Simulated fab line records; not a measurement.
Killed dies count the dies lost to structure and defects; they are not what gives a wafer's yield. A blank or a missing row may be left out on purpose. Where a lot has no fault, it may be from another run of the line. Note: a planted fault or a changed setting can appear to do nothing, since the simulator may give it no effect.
Split-lot trial + flow n5Finfet + route with 1938 steps; 7 lots, 39 wafers read

## THE SPLIT ITSELF
At N5_GATE_CUT_ETCH_58 (etches SiNx in CH3F/O2, target depth 17 nm, time 128.6 s), the setting biasW was moved away from the recipe's 21 W on 12 of the 39 wafers read, by -8.2% to +11.6%. This setting was run at the recipe's value on the other wafers.

The reading is taken at the split's own step.

## THE READING
rfVppV, in V, at N5_GATE_CUT_ETCH_58 (etches SiNx in CH3F/O2, target depth 17 nm, time 128.6 s). A value of 99.2 V with a standard deviation of 1 V is what fault-free wafers of this fab line usually give.

| wafer  | tool, chamber at the split | biasW as run, W | against the recipe | rfVppV, V | against lot-mates on the recipe |
|--------|----------------------------|-----------------|--------------------|-----------|---------------------------------|
| L075.1 | rieDiel-03, 1              | 21              | recipe             | 99.8      | -                               |
| L075.4 | rieDiel-03, 2              | 21              | recipe             | 100.4     | -                               |
| L075.5 | rieDiel-03, 0              | 21              | recipe             | 99.8      | -                               |
| L076.1 | rieDiel-03, 3              | 21              | recipe             | 98.5      | -                               |
| L076.2 | rieDiel-03, 1              | 21              | recipe             | 98.9      | -                               |
| L076.3 | rieDiel-03, 2              | 21              | recipe             | 98.3      | -                               |
| L076.4 | rieDiel-03, 0              | 21              | recipe             | 99.4      | -                               |
| L076.5 | rieDiel-03, 1              | 21              | recipe             | 98.9      | -                               |
| L076.6 | rieDiel-03, 0              | 21              | recipe             | 98.0      | -                               |
| L077.1 | rieDiel-03, 0              | 19.5            | -7.1%              | 94.2      | -5.5                            |
| L077.2 | rieDiel-03, 3              | 19.5            | -7.1%              | 93.1      | -6.6                            |
| L077.3 | rieDiel-03, 2              | 21              | recipe             | 100.2     | -                               |
| L077.4 | rieDiel-03, 0              | 21              | recipe             | 100.7     | -                               |
| L077.5 | rieDiel-03, 2              | 19.5            | -7.1%              | 96.0      | -3.7                            |
| L077.6 | rieDiel-03, 3              | 21              | recipe             | 98.3      | -                               |
| L078.1 | rieDiel-03, 3              | 21              | recipe             | 98.3      | -                               |
| L078.2 | rieDiel-03, 2              | 23.34           | +11.1%             | 106.7     | +8.6                            |
| L078.3 | rieDiel-03, 0              | 23.34           | +11.1%             | 107.6     | +9.5                            |
| L078.4 | rieDiel-03, 0              | 21              | recipe             | 99.1      | -                               |
| L078.5 | rieDiel-03, 3              | 21              | recipe             | 96.9      | -                               |
| L078.6 | rieDiel-03, 2              | 23.34           | +11.1%             | 106.6     | +8.5                            |
| L084.1 | rieDiel-05, 0              | 21              | recipe             | 99.5      | -                               |
| L084.2 | rieDiel-05, 1              | 21              | recipe             | 98.7      | -                               |
| L084.3 | rieDiel-05, 2              | 21              | recipe             | 97.6      | -                               |
| L084.4 | rieDiel-05, 3              | 21              | recipe             | 98.3      | -                               |
| L084.5 | rieDiel-05, 3              | 21              | recipe             | 99.0      | -                               |
| L084.6 | rieDiel-05, 2              | 21              | recipe             | 98.6      | -                               |
| L085.1 | rieDiel-01, 2              | 21              | recipe             | 100.8     | -                               |
| L085.2 | rieDiel-01, 1              | 19.28           | -8.2%              | 95.6      | -4.6                            |
| L085.3 | rieDiel-01, 3              | 19.28           | -8.2%              | 94.7      | -5.5                            |
| L085.4 | rieDiel-01, 0              | 19.28           | -8.2%              | 93.3      | -6.9                            |
| L085.5 | rieDiel-01, 1              | 21              | recipe             | 99.6      | -                               |
| L085.6 | rieDiel-01, 2              | 21              | recipe             | 100.1     | -                               |
| L089.1 | rieDiel-01, 0              | 21              | recipe             | 99.2      | -                               |
| L089.2 | rieDiel-01, 3              | 23.44           | +11.6%             | 107.0     | +7.3                            |
| L089.3 | rieDiel-01, 1              | 23.44           | +11.6%             | 107.8     | +8.1                            |
| L089.4 | rieDiel-01, 2              | 21              | recipe             | 99.7      | -                               |
| L089.5 | rieDiel-01, 3              | 23.44           | +11.6%             | 107.5     | +7.8                            |
| L089.6 | rieDiel-01, 2              | 21              | recipe             | 100.2     | -                               |

FIT RESULTS
A straight line over all 39 wafers: rfVppV changes by +0.673 V for each +1% of biasW; r = +0.97; the points scatter about the line by 0.97 V.
The same after taking each lot's own level away (the mean of its wafers on the recipe; 39 wafers): +0.722 V for each +1%; r = +0.98; scatter 0.77 V.
The reading moves by 8.4 V for the largest change in biasW, on that fit.
From 98.10 to 100.17 V: that is the span of the lots' own levels, equal to 2.1 times the standard deviation above.
The two slopes agree, so the slope changes little with the lot-to-lot level.
Check: with one of the wafers moved furthest among these (+11.6%) left out of the fit, the line predicts +8.59 V for it against its lot-mates. It came out at +7.3 V against them.
Tool readings at the split's step, against how far the setting was moved: rfVppV r = +0.97.

## OTHER SPLITS APPLIED TO THESE WAFERS
Before the reading, these wafers also passed through other splits. Each is held against what the fit with the lots' levels taken away leaves over:
| other split on the same wafers   | wafers away from the commonest value | r with rfVppV (lot level and that fit taken away) |
|----------------------------------|--------------------------------------|---------------------------------------------------|
| N5_WELL_APT_IMPLANT_15 energyKev | 15                                   | -0.30                                             |
| N5_FIN_SAQP_ALD_61 aldCycles     | 12                                   | +0.37                                             |
| N5_HKMG_FIN_ETCH_58 biasW        | 12                                   | +0.16                                             |
| N5_HKMG_FIN_EXPOSE_09 doseMj     | 15                                   | +0.15                                             |

## FILE'S OWN FIT
rfVppV changes by +0.724 V for each +1% of biasW, r = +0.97.
